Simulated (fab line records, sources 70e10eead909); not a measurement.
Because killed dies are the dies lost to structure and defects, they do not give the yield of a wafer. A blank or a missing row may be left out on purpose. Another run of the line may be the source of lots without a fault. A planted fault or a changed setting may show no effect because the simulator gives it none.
What tool caused it? | flow nand-harc | 45 wafers from 15 lots sampled at 4 of the route's 1159 steps

## WHAT EACH GAUGE READ, for each wafer
The record lacks any reading of a measuring or inspecting step that a usual standard deviation could be used to judge.

## WHAT TOOL EACH LOT RAN ON (gives the tool, then ch and the chambers of the sampled wafers, and finally the start)
lot  | NHARC_P_ZERO_WELL_DEVELOP_23     | NHARC_P_STI_ETCH_31                          | NHARC_P_STI_ETCH_15             | NHARC_P_GATE_DEP_103
L254 | litho-track-02 ch 0, day 1 20:00 | rie-diel-08 ch 1,2,3, day 2 14:07 or earlier | rie-si-03 ch 0,1,2, day 2 14:07 | pecvd-01 ch 1,2, day 4 15:32
L256 | litho-track-03 ch 0, day 2 08:00 | rie-diel-07 ch 0,1,2, day 3 02:46 or earlier | rie-si-06 ch 2,3, day 3 02:46   | pecvd-02 ch 0,1,2, day 5 03:50
L257 | litho-track-07 ch 0, day 2 14:00 | rie-diel-08 ch 0,1,2, day 3 13:49 or earlier | rie-si-06 ch 1,2,3, day 3 13:49 | pecvd-01 ch 0,2, day 5 19:39
L258 | litho-track-07 ch 0, day 2 20:00 | rie-diel-07 ch 1,2,3, day 3 14:00 or earlier | rie-si-03 ch 0,1,2, day 3 14:00 | pecvd-01 ch 0,2, day 5 19:15
L260 | litho-track-02 ch 0, day 3 08:00 | rie-diel-07 ch 0,1,2, day 4 05:52 or earlier | rie-si-05 ch 2,3, day 4 05:52   | pecvd-03 ch 0,2, day 6 08:42
L261 | litho-track-07 ch 0, day 3 14:00 | rie-diel-04 ch 0,2,3, day 4 11:29 or earlier | rie-si-05 ch 1,3, day 4 11:29   | pecvd-02 ch 0,1, day 6 20:00
L262 | litho-track-03 ch 0, day 3 20:00 | rie-diel-07 ch 2,3, day 4 19:59 or earlier   | rie-si-05 ch 1,2, day 4 19:59   | pecvd-03 ch 0,1,2, day 6 20:39
L263 | litho-track-02 ch 0, day 4 02:00 | rie-diel-08 ch 1,3, day 4 20:10 or earlier   | rie-si-06 ch 0,1, day 4 20:10   | pecvd-02 ch 0,1,2, day 6 20:37
L264 | litho-track-07 ch 0, day 4 08:00 | rie-diel-04 ch 0,1,2, day 5 06:44 or earlier | rie-si-05 ch 0,2,3, day 5 06:44 | pecvd-02 ch 0,1, day 7 23:09
L266 | litho-track-02 ch 0, day 4 20:00 | rie-diel-08 ch 0,1,3, day 5 18:44 or earlier | rie-si-06 ch 0,3, day 5 18:44   | pecvd-02 ch 0,1,2, day 7 22:35
L267 | litho-track-03 ch 0, day 5 02:00 | rie-diel-08 ch 0,1,3, day 6 01:07 or earlier | rie-si-05 ch 1,2, day 6 01:07   | pecvd-03 ch 0,1,2, day 7 23:54
L269 | litho-track-07, day 5 14:00      | rie-diel-04 ch 1,2, day 6 11:48 or earlier   | rie-si-06 ch 1,3, day 6 11:48   | pecvd-01 ch 0,1,2, day 8 15:33
L270 | litho-track-02, day 5 20:00      | rie-diel-04 ch 1,2, day 6 20:10 or earlier   | rie-si-06 ch 0,1, day 6 20:10   | pecvd-02 ch 0,1,2, day 8 21:45
L271 | litho-track-02, day 6 02:00      | rie-diel-08 ch 0,1,2, day 6 20:16 or earlier | rie-si-03 ch 0,2,3, day 6 20:16 | pecvd-02 ch 0,1,2, day 8 21:04
L272 | litho-track-02 ch 0, day 6 08:00 | rie-diel-07 ch 0,1,3, day 7 05:41 or earlier | rie-si-05 ch 0,1,3, day 7 05:41 | pecvd-01 ch 0,1,2, day 9 07:09
- NHARC_P_ZERO_WELL_DEVELOP_23: time 70 s.
- NHARC_P_STI_ETCH_31: etches the open film in CF4/CHF3, target depth 108.9 nm, time 54.5 s.
- NHARC_P_STI_ETCH_15: etches the open film in HBr/Cl2, target depth 300 nm, time 100.1 s.
- NHARC_P_GATE_DEP_103: deposits SiON, target thk 30 nm.

## AS READ BY THE TOOLS THEMSELVES (means over the sampled wafers that have a number; for cases with no such wafer, the mark the record gives instead)
NHARC_P_ZERO_WELL_DEVELOP_23. Usual: chill-plate-temp-C 22.97 C, standard deviation 0.11; exhaust-pa 45.0 Pa, standard deviation 0.89; resist-line-temp-C 22.99 C, standard deviation 0.092.
lot  | tool           | chill-plate-temp-C (C) | exhaust-pa (Pa) | resist-line-temp-C (C) | flag
L254 | litho-track-02 | 23.08                  | 44.1            | 23.02                  |
L256 | litho-track-03 | 23.05                  | 44.7            | 22.98                  |
L257 | litho-track-07 | 23.03                  | 45.2            | 22.92                  |
L258 | litho-track-07 | 22.93                  | 44.8            | 22.93                  |
L260 | litho-track-02 | 22.92                  | 44.4            | 23.03                  |
L261 | litho-track-07 | 23.17                  | 44.8            | 23.02                  |
L262 | litho-track-03 | 22.89                  | 44.7            | 23.02                  |
L263 | litho-track-02 | 22.93                  | 44.9            | 22.99                  |
L264 | litho-track-07 | 22.91                  | 44.1            | 23.11                  |
L266 | litho-track-02 | 22.94                  | 46.0            | 23.03                  |
L267 | litho-track-03 | 22.97                  | 44.6            | 23.11                  |
L269 | litho-track-07 | -                      | -               | -                      | OFF
L270 | litho-track-02 | -                      | -               | -                      | OFF
L271 | litho-track-02 | -                      | -               | -                      | OFF
L272 | litho-track-02 | 22.89                  | 44.9            | 22.83                  |

NHARC_P_STI_ETCH_31. Usual: drypump-motor-current-A 5.8 A, standard deviation 0.38; oes-product-au 0.964 a.u., standard deviation 0.021; rf-vpp-V 371.7 V, standard deviation 1.9; showerhead-plenum-p-Torr 1.61 Torr, standard deviation 0.049; throttle-valve-pct 16.803 %, standard deviation 0.0091.
lot  | tool        | drypump-motor-current-A (A) | oes-product-au (a.u.) | rf-vpp-V (V) | showerhead-plenum-p-Torr (Torr) | throttle-valve-pct (%) | flag
L254 | rie-diel-08 | 5.8                         | 0.970                 | 371.2        | 1.60                            | 16.803                 |
L256 | rie-diel-07 | 5.8                         | 0.976                 | 373.7        | 1.62                            | 16.804                 |
L257 | rie-diel-08 | 5.8                         | 0.955                 | 371.8        | 1.62                            | 16.799                 |
L258 | rie-diel-07 | 5.6                         | 0.954                 | 370.8        | 1.59                            | 16.803                 |
L260 | rie-diel-07 | 5.8                         | 0.966                 | 372.3        | 1.62                            | 16.797                 |
L261 | rie-diel-04 | 5.5                         | 0.975                 | 372.5        | 1.64                            | 16.791                 |
L262 | rie-diel-07 | 5.8                         | 0.948                 | 372.0        | 1.62                            | 16.797                 |
L263 | rie-diel-08 | 5.9                         | 0.989                 | 371.4        | 1.61                            | 16.804                 |
L264 | rie-diel-04 | 5.7                         | 0.949                 | 370.5        | 1.61                            | 16.793                 |
L266 | rie-diel-08 | 6.0                         | 0.974                 | 371.8        | 1.63                            | 16.794                 |
L267 | rie-diel-08 | 6.0                         | 0.974                 | 372.5        | 1.63                            | 16.810                 |
L269 | rie-diel-04 | 5.7                         | 0.967                 | 370.8        | 1.58                            | 16.803                 |
L270 | rie-diel-04 | 5.8                         | 0.959                 | 370.6        | 1.58                            | 16.815                 |
L271 | rie-diel-08 | 5.8                         | 0.967                 | 371.2        | 1.61                            | 16.820                 |
L272 | rie-diel-07 | 5.6                         | 0.961                 | 371.1        | 1.58                            | 16.804                 |

NHARC_P_STI_ETCH_15. Usual: drypump-motor-current-A 5.6 A, standard deviation 0.45; oes-product-au 0.996 a.u., standard deviation 0.017; throttle-valve-pct 26.405 %, standard deviation 0.0089.
lot  | tool      | drypump-motor-current-A (A) | oes-product-au (a.u.) | throttle-valve-pct (%) | flag
L254 | rie-si-03 | 5.5                         | 1.006                 | 26.408                 |
L256 | rie-si-06 | 5.5                         | 0.976                 | 26.404                 |
L257 | rie-si-06 | 5.8                         | 0.979                 | 26.403                 |
L258 | rie-si-03 | 5.5                         | 1.001                 | 26.409                 |
L260 | rie-si-05 | 5.3                         | 1.011                 | 26.401                 |
L261 | rie-si-05 | 5.8                         | 1.007                 | 26.408                 |
L262 | rie-si-05 | 5.5                         | 1.019                 | 26.413                 |
L263 | rie-si-06 | 6.1                         | 0.976                 | 26.403                 |
L264 | rie-si-05 | 5.4                         | 1.004                 | 26.406                 |
L266 | rie-si-06 | 5.5                         | 0.980                 | 26.399                 |
L267 | rie-si-05 | 5.7                         | 1.011                 | 26.416                 |
L269 | rie-si-06 | 6.0                         | 0.980                 | 26.404                 |
L270 | rie-si-06 | 6.1                         | 0.986                 | 26.408                 |
L271 | rie-si-03 | 5.8                         | 0.986                 | 26.403                 |
L272 | rie-si-05 | 5.7                         | 1.009                 | 26.406                 |

NHARC_P_GATE_DEP_103. Usual: heater-power-outer-w 446 W, standard deviation 50; heater-power-w 735 W, standard deviation 70.
lot  | tool     | heater-power-outer-w (W) | heater-power-w (W) | flag
L254 | pecvd-01 | 456                      | 748                |
L256 | pecvd-02 | 437                      | 734                |
L257 | pecvd-01 | 439                      | 712                |
L258 | pecvd-01 | 452                      | 722                |
L260 | pecvd-03 | 402                      | 677                |
L261 | pecvd-02 | 433                      | 727                |
L262 | pecvd-03 | 482                      | 786                |
L263 | pecvd-02 | 446                      | 744                |
L264 | pecvd-02 | 486                      | 817                |
L266 | pecvd-02 | 424                      | 713                |
L267 | pecvd-03 | 441                      | 724                |
L269 | pecvd-01 | 483                      | 766                |
L270 | pecvd-02 | 421                      | 717                |
L271 | pecvd-02 | 396                      | 677                |
L272 | pecvd-01 | 484                      | 779                |

## THE ANSWER, worked out from the rows above alone
Rule: take the mean of a lot's wafers that have a number; if it is more than 3 standard deviations from the usual mean, the lot is off. Also off: a lot with no number at a reading for which 4 or more lots have one. Any other lot the step has rows for is counted as sound. The gauges are gone through in route order, then the tools' own readings, and for those a lot's mean is taken as printed above. At the first step where some lot is off, the reading lying furthest off is the one used; lots without a number count as furthest.
Off: L269, L270, L271, at NHARC_P_ZERO_WELL_DEVELOP_23 (chill-plate-temp-C). Without a number there: L269, L270, L271.
A tool fits if, at that step or a process step before it, it ran every lot that is off, and no sound lot after the first of them. None of those tried fits.

## WHAT THE SIMULATOR HAD PUT IN
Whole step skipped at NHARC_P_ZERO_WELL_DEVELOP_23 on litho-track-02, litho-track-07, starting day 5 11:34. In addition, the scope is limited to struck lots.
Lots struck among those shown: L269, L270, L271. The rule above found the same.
